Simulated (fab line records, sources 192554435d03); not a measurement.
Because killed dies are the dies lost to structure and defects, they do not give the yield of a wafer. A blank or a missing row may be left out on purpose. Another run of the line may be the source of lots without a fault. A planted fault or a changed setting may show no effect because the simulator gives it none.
fab line records	flow n5Finfet
record lots=7	wafers=21	lastDay=17
route steps=1938 shown GATE_CUT@499 BEOL_M4@1111
lots that met no fault: from a run of the same line without faults
startH: hours from the record's first day to the start of the lot's first wafer shown	waitH: hours from the lot's prior step to this one	" the same as in the row above	L1.1+2: a single row standing in for several wafers	- no value, or no start was given	* or withheld: withheld	< > ~ a bound
route shown NAME@n: NAME is a module with steps in the file, n the number in the route of the first one	usual: mean/standard deviation of fault-free wafers	same: alike in all rows	chamber/n: place in a boat	sites: per-site readings	_std_site: standard deviation across them	_edge_site: inner sites' mean taken away from outer sites' mean	radiusMm: how far each site lies from the wafer's centre	mask NAME#n: copy n	behind: the most recent tool/chamber to have shaped the wafer	hold: why the lot went on hold/how many hours it stayed there/how the hold came to an end	device: the transistor (n, p or np) that didn't switch	end of line: the same wafers' tests at the end of the route	where a step has no rows: the recipe by itself	killed: not the wafer's yield, but the dies lost to structure and defects at the first sort	map: shows each die of a wafer: x if killed, . if not, _ if none is there
set.NAME: the setting as run; set.NAME@STEP: as run at that earlier step	model.NAME: the simulator's own value behind a step, which no gauge read
a table for each step, a row for each wafer; lots at some steps of the route
services: from which hour (startH, from the record's first day; less than 0 if before it) a tool's chamber was out of use, for how many hours, and why
## steps
# step N5_GATE_CUT_ETCH_19
# recipe chemistry=CH3F/O2	target=SiNx	maskMaterial=SiO2	targetDepthA=537	timeS=76.7	pressureMtorr=30	sourceW=395	biasW=73	Ar_flow_sccm=150	CH3F_flow_sccm=30	O2_flow_sccm=20	ionEnergyEv=120	ends=cleared
# step N5_GATE_CUT_CUT_ETCH_53
# recipe chemistry=SF6/Cl2	target=W	maskMaterial=SiO2	targetDepthA=792	pressureMtorr=8	icpW=900	biasW=80	SF6_flow_sccm=40	Cl2_flow_sccm=60	ends=cleared
# usual drypumpMotorCurrentA=5.61/0.16	etchRfOnTimeS=26.2/0.58	oesProductAu=0.65/0.1	throttleValvePct=29.06/0.26
lot.wafer	tool	chamber	startH	waitH	drypumpMotorCurrentA	etchRfOnTimeS	oesProductAu	rfHoursCounterH	throttleValvePct
L789.3	rieMetal-03	1	112.92	0.1	5.59	26.6	0.56	-	28.84
L789.5	"	1	"	"	5.57	26.3	0.57	-	28.82
L789.6	"	0	"	"	5.51	26.7	0.56	-	29.19
L798.1	rieMetal-02	0	164.17	0.1	5.87	26.7	0.80	9	29.14
L798.2	"	1	"	"	5.68	26.0	0.57	113	29.45
L798.5	"	1	"	"	5.64	25.7	0.57	-	29.45
L801.1	rieMetal-01	0	182.40	0.1	5.34	25.0	0.74	31	28.96
L801.4	"	1	"	"	5.65	25.6	0.64	-	28.64
L801.5	"	1	"	"	5.69	25.6	0.64	-	28.64
L803.2	rieMetal-03	0	195.37	0.1	5.52	26.7	0.55	116	29.19
L803.4	"	0	"	"	5.52	26.6	0.55	-	29.19
L803.5	"	0	"	"	5.51	26.6	0.55	-	29.20
L804.1	rieMetal-03	0	203.23	0.1	5.52	26.5	0.56	117	29.21
L804.3	"	1	"	"	5.61	26.7	0.55	-	28.84
L804.5	"	1	"	"	5.61	26.7	0.55	-	28.87
L805.3	rieMetal-01	0	203.63	0.1	5.35	25.2	0.74	-	28.97
L805.4	"	1	"	"	5.66	25.8	0.63	-	28.65
L805.5	"	0	"	"	5.34	25.2	0.74	-	28.97
L808.2	rieMetal-03	1	222.55	0.1	5.60	26.3	0.55	121	28.86
L808.4	"	0	"	"	5.48	26.3	0.56	-	29.20
L808.6	"	0	"	"	5.52	26.4	0.55	-	29.20
# step N5_GATE_CUT_CUT_ETCH_54
# recipe chemistry=Cl2/BCl3	target=TiN	maskMaterial=SiO2	targetDepthA=967	pressureMtorr=10	icpW=1000	biasW=126	Cl2_flow_sccm=53.25	bcl3FlowSccm=21.75	Ar_flow_sccm=25	ends=cleared
# step N5_GATE_CUT_CUT_ETCH_55
# recipe chemistry=BCl3	target=HfO2	maskMaterial=SiO2	targetDepthA=32	ionEnergyEv=30	pressureMtorr=5	icpW=450	biasW=18	bcl3FlowSccm=80
# usual drypumpMotorCurrentA=5.61/0.16	oesProductAu=0.72/0.12	throttleValvePct=33.3/0.53
lot.wafer	tool	chamber	startH	waitH	drypumpMotorCurrentA	oesProductAu	rfHoursCounterH	throttleValvePct
L789.3	rieMetal-03	1	113.03	0.0	5.59	0.64	-	32.8
L789.5	"	1	"	"	5.58	0.63	-	32.8
L789.6	"	0	"	"	5.50	0.63	-	33.6
L798.1	rieMetal-02	0	164.29	0.0	5.83	0.91	9	33.9
L798.2	"	1	"	"	5.63	0.63	113	33.9
L798.5	"	1	"	"	5.63	0.63	-	33.9
L801.1	rieMetal-01	0	182.52	0.0	5.32	0.81	32	32.8
L801.4	"	1	"	"	5.64	0.70	-	32.6
L801.5	"	1	"	"	5.61	0.70	-	32.6
L803.2	rieMetal-03	0	195.49	0.0	5.51	0.61	116	33.6
L803.4	"	0	"	"	5.52	0.61	-	33.6
L803.5	"	0	"	"	5.52	0.62	-	33.6
L804.1	rieMetal-03	0	203.35	0.0	5.50	0.61	117	33.6
L804.3	"	1	"	"	5.61	0.61	-	32.9
L804.5	"	1	"	"	5.60	0.61	-	32.8
L805.3	rieMetal-01	0	203.74	0.0	5.33	0.80	-	32.8
L805.4	"	1	"	"	5.67	0.70	-	32.6
L805.5	"	0	"	"	5.34	0.79	-	32.8
L808.2	rieMetal-03	1	222.67	0.0	5.59	0.63	121	32.8
L808.4	"	0	"	"	5.54	0.61	-	33.6
L808.6	"	0	"	"	5.50	0.61	-	33.6
# step N5_GATE_CUT_ETCH_47
# recipe chemistry=Cl2/BCl3	target=SiO2	targetDepthA=100	pressureMtorr=10	icpW=1000	biasW=126	Cl2_flow_sccm=53.25	bcl3FlowSccm=21.75	Ar_flow_sccm=25
# usual drypumpMotorCurrentA=5.61/0.16	oesProductAu=0.72/0.12	throttleValvePct=22.95/0.2
lot.wafer	tool	chamber	startH	waitH	drypumpMotorCurrentA	oesProductAu	rfHoursCounterH	throttleValvePct
L789.3	rieMetal-03	1	113.06	0.0	5.60	0.63	-	22.91
L789.5	"	1	"	"	5.61	0.64	-	22.90
L789.6	"	0	"	"	5.52	0.62	-	23.10
L798.1	rieMetal-02	0	164.32	0.0	5.87	0.89	9	22.93
L798.2	"	1	"	"	5.63	0.63	113	23.22
L798.5	"	1	"	"	5.64	0.63	-	23.23
L801.1	rieMetal-01	0	182.55	0.0	5.32	0.81	32	22.70
L801.4	"	1	"	"	5.65	0.70	-	22.70
L801.5	"	1	"	"	5.65	0.70	-	22.70
L803.2	rieMetal-03	0	195.52	0.0	5.56	0.62	116	23.13
L803.4	"	0	"	"	5.54	0.62	-	23.14
L803.5	"	0	"	"	5.53	0.62	-	23.12
L804.1	rieMetal-03	0	203.38	0.0	5.52	0.61	117	23.14
L804.3	"	1	"	"	5.61	0.62	-	22.94
L804.5	"	1	"	"	5.60	0.62	-	22.93
L805.3	rieMetal-01	0	203.77	0.0	5.30	0.79	-	22.71
L805.4	"	1	"	"	5.71	0.69	-	22.70
L805.5	"	0	"	"	5.31	0.79	-	22.71
L808.2	rieMetal-03	1	222.70	0.0	5.60	0.62	121	22.94
L808.4	"	0	"	"	5.52	0.62	-	23.12
L808.6	"	0	"	"	5.54	0.61	-	23.13
# step N5_GATE_CUT_VAPOR_ETCH_48
# recipe chemistry=BCl3/Cl2	target=TiN	mode=isotropic
# step N5_GATE_CUT_VAPOR_ETCH_49
# recipe chemistry=BCl3/Cl2	target=TiAlC	mode=isotropic
# step N5_GATE_CUT_VAPOR_ETCH_51
# recipe chemistry=BCl3/Cl2	target=HfO2	mode=isotropic
# step N5_GATE_CUT_STRIP_21
# recipe chemistry=N2/H2	timeS=30	powerW=1000	tempC=250	pressureMtorr=withheld	n2FlowSccm=1750	h2FlowSccm=3250
# usual drypumpMotorCurrentA=5.6/0.52	heaterPowerW=306/9.2
lot.wafer	tool	chamber	startH	waitH	drypumpMotorCurrentA	heaterPowerW	rfHoursCounterH
L789.3	plasmaAsher-01	1	113.21	0.1	5.5	306	-
L789.5	"	1	"	"	5.5	306	-
L789.6	"	0	"	"	5.0	321	-
L798.1	plasmaAsher-02	0	164.46	0.0	6.4	305	105
L798.2	"	1	"	"	5.5	295	105
L798.5	"	0	"	"	6.4	299	-
L801.1	plasmaAsher-02	0	182.69	0.0	6.4	299	109
L801.4	"	1	"	"	5.5	298	-
L801.5	"	1	"	"	5.4	305	-
L803.2	plasmaAsher-01	0	195.66	0.0	5.0	312	62
L803.4	"	1	"	"	5.6	302	-
L803.5	"	0	"	"	5.0	323	-
L804.1	plasmaAsher-01	1	203.52	0.0	5.6	313	64
L804.3	"	1	"	"	5.6	311	-
L804.5	"	0	"	"	4.9	329	-
L805.3	plasmaAsher-02	0	203.92	0.1	6.4	307	-
L805.4	"	1	"	"	5.4	297	-
L805.5	"	1	"	"	5.4	290	-
L808.2	plasmaAsher-02	1	222.84	0.0	5.5	303	119
L808.4	"	0	"	"	6.4	303	-
L808.6	"	1	"	"	5.5	297	-
# step N5_GATE_CUT_STRIP_29
# recipe chemistry=postEtchResidueRemover	timeS=60	tempC=25	removerPh=withheld	removerWaterWtPct=withheld	removerFluorideWtPct=withheld
# step N5_GATE_CUT_SRD_52
# recipe dry=ipaMarangoni	timeS=30	tempC=23	rinseLiquid=diw
# step N5_GATE_CUT_ALD_22
# recipe material=SiNx	targetThkA=160	tempC=400	aldPrecursorFamily=SiH2I2	aldCoReactant=N2/H2-plasma	pulseTimeS=1	aldCycles=320	purgeTimeS=2	coReactantPurgeTimeS=2	pressureTorr=2
# usual heaterPowerW=854/74	precursorPulseHeightRel=1.000/0.019
lot.wafer	tool	chamber	startH	waitH	heaterPowerW	precursorPulseHeightRel
L789.3	aldSin-04	0	113.39	0.0	974	1.003
L789.5	"	3	"	"	783	1.004
L789.6	"	0	"	"	958	1.015
L798.1	aldSin-01	0	164.62	0.0	875	0.988
L798.2	"	2	"	"	941	0.996
L798.5	"	1	"	"	830	0.977
L801.1	aldSin-01	0	183.40	0.6	838	1.002
L801.4	"	2	"	"	901	0.999
L801.5	"	2	"	"	933	0.970
L803.2	aldSin-01	1	195.82	0.0	835	0.985
L803.4	"	3	"	"	949	1.022
L803.5	"	1	"	"	829	1.009
L804.1	aldSin-04	2	203.68	0.0	820	0.993
L804.3	"	1	"	"	861	0.998
L804.5	"	1	"	"	855	1.008
L805.3	aldSin-01	2	204.06	0.0	936	0.997
L805.4	"	0	"	"	846	1.014
L805.5	"	0	"	"	852	1.008
L808.2	aldSin-04	3	223.00	0.0	756	1.032
L808.4	"	0	"	"	954	0.964
L808.6	"	1	"	"	878	0.990
# step N5_GATE_CUT_CMP_23
# recipe stopOn=SiO2	tOverpolishS=23.4	postCmpClean=alkalineBrush	downForcePsi=2.5	platenRpm=51.8	padVelocityMS=1.0307	targetThkNm=16
# usual edgeZonePressureFrac=0.999/0.0054	headPressurePsi=2.501/0.0058	motorCurrentA=8.9/1.2	overpolishRunS=23.400/0.01	timeToEndpointS=19.1/2.9
lot.wafer	tool	chamber	startH	waitH	edgeZonePressureFrac	headPressurePsi	motorCurrentA	overpolishRunS	timeToEndpointS
L789.3	cmp-01	2	114.87	0.8	0.986	2.495	13.0	23.408	18.9
L789.5	"	2	"	"	0.990	2.504	13.0	23.392	18.9
L789.6	"	3	"	"	1.003	2.501	8.0	23.384	18.8
L798.2	cmp-02	0	166.11	0.8	1.004	2.511	8.1	23.398	20.8
L798.1	"	1	"	"	1.006	2.501	8.2	23.388	16.6
L798.5	"	1	"	"	1.007	2.504	8.0	23.405	15.1
L801.4	cmp-02	0	184.89	0.8	1.009	2.511	8.9	23.403	18.6
L801.1	"	2	"	"	0.995	2.498	9.7	23.407	14.7
L801.5	"	1	"	"	0.994	2.497	7.6	23.389	14.6
L803.2	cmp-03	2	197.31	0.8	-	-	-	-	-
L803.4	"	0	"	"	-	-	-	-	-
L803.5	"	2	"	"	-	-	-	-	-
L804.3	cmp-01	3	205.17	0.8	-	-	-	-	-
L804.1	"	2	"	"	-	-	-	-	-
L804.5	"	0	"	"	-	-	-	-	-
L805.3	cmp-02	3	205.58	0.8	-	-	-	-	-
L805.4	"	0	"	"	-	-	-	-	-
L805.5	"	3	"	"	-	-	-	-	-
L808.4	cmp-02	1	224.53	0.8	0.990	2.495	7.6	23.402	13.3
L808.2	"	2	"	"	0.991	2.505	10.0	23.393	13.9
L808.6	"	1	"	"	0.995	2.500	8.1	23.405	15.3
# step N5_BEOL_M4_RC_MEAS_101
# usual DIBL_N=36.1/1.5	DIBL_P=36.1/1.9	IOFF_N=0.159/0.029	IOFF_P=0.21/0.038	ION_N=675/11	ION_P=464/8.1	SS_N=71.5/0.57	SS_P=73.3/0.64	VT_N=249/3.1	VT_P=-250/3.8
lot.wafer	tool	chamber	startH	waitH	DIBL_N[mV/V]	DIBL_P[mV/V]	IOFF_N[nA/um]	IOFF_P[nA/um]	ION_N[uA/um]	ION_P[uA/um]	SS_N[mV/dec]	SS_P[mV/dec]	VT_N[mV]	VT_P[mV]
L789.3	prober-02	0	193.20	0.4	33.5	33.5	0.125	0.17	664	457	71.5	72.7	251	-256
L789.5	"	0	"	"	35.7	34.8	0.148	0.19	676	462	71.3	73.4	252	-253
L789.6	"	0	"	"	32.4	32.2	0.111	0.16	666	458	70.1	72.4	253	-253
L798.1	prober-01	0	248.35	0.0	36.7	37.0	0.166	0.22	682	465	71.9	73.0	248	-248
L798.2	"	0	"	"	36.1	36.4	0.141	0.20	680	464	71.0	73.5	252	-250
L798.5	"	0	"	"	34.4	34.9	0.118	0.18	662	458	71.3	73.1	254	-251
L801.1	prober-01	0	266.33	0.0	34.7	34.6	0.135	0.19	668	461	70.5	72.9	250	-252
L801.4	"	0	"	"	34.4	33.9	0.128	0.19	657	456	70.9	73.0	254	-251
L801.5	"	0	"	"	34.4	33.8	0.129	0.19	667	463	70.5	72.4	254	-251
L808.2	prober-01	0	321.60	0.2	36.2	37.9	0.192	0.27	679	475	71.6	74.0	246	-244
L808.4	"	0	"	"	34.7	35.0	0.153	0.21	683	473	71.3	73.3	249	-250
L808.6	"	0	"	"	36.2	36.5	0.183	0.23	682	463	71.3	74.1	248	-248
## services
tool	chamber	startH	hours	kind
cmp-02	-	94.81	4.1	repair
rieMetal-02	1	99.28	7.9	repair
aldSin-01	0	99.40	-	clean
aldSin-01	1	99.40	-	clean
aldSin-01	2	99.40	-	clean
aldSin-01	3	99.40	-	clean
cmp-03	-	105.88	3.7	pm
aldSin-01	-	122.19	14.6	pm
cmp-03	-	133.43	6.7	pm
plasmaAsher-02	-	134.73	1.1	repair
aldSin-04	1	140.15	3.4	repair
cmp-01	-	160.58	1.5	repair
rieMetal-03	0	161.49	16.5	repair
aldSin-04	-	176.75	14.0	pm
aldSin-04	0	176.75	14.0	ventCycle
aldSin-04	1	176.75	14.0	ventCycle
aldSin-04	2	176.75	14.0	ventCycle
aldSin-04	3	176.75	14.0	ventCycle
cmp-03	-	178.06	4.0	pm
cmp-01	-	179.65	4.0	pm
aldSin-04	0	190.75	-	clean
cmp-02	-	196.25	2.8	repair
cmp-01	-	202.18	2.4	repair
aldSin-04	3	203.34	4.1	repair
## key
firstSign step=N5_GATE_CUT_CMP_23	reading=toolRecord	direction=missing
effect none on later readings
metAt N5_GATE_CUT_CMP_23
struckWafers L803.2,L803.4,L803.5,L804.1,L804.3,L804.5,L805.3,L805.4,L805.5
laterRowsLeftOut L803.2,L803.4,L803.5,L804.1,L804.3,L804.5,L805.3,L805.4,L805.5
sortLeftOut L803.2,L803.4,L803.5,L804.1,L804.3,L804.5,L805.3,L805.4,L805.5
onsetBetween 184.89 197.31
fault kind=skippedStepWhole	tool=cmp-01,cmp-02,cmp-03	chamber=-	onsetH=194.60	steps=N5_GATE_CUT_CMP_23	scope=struckLotsOnly
# sortLeftOut: the simulated sort isn't trusted on such a fault, so these wafers' sort isn't shown, and their yield isn't known
# laterRowsLeftOut: the simulator's readings of these wafers behind a module that went badly wrong aren't trusted and aren't shown, but for the sort
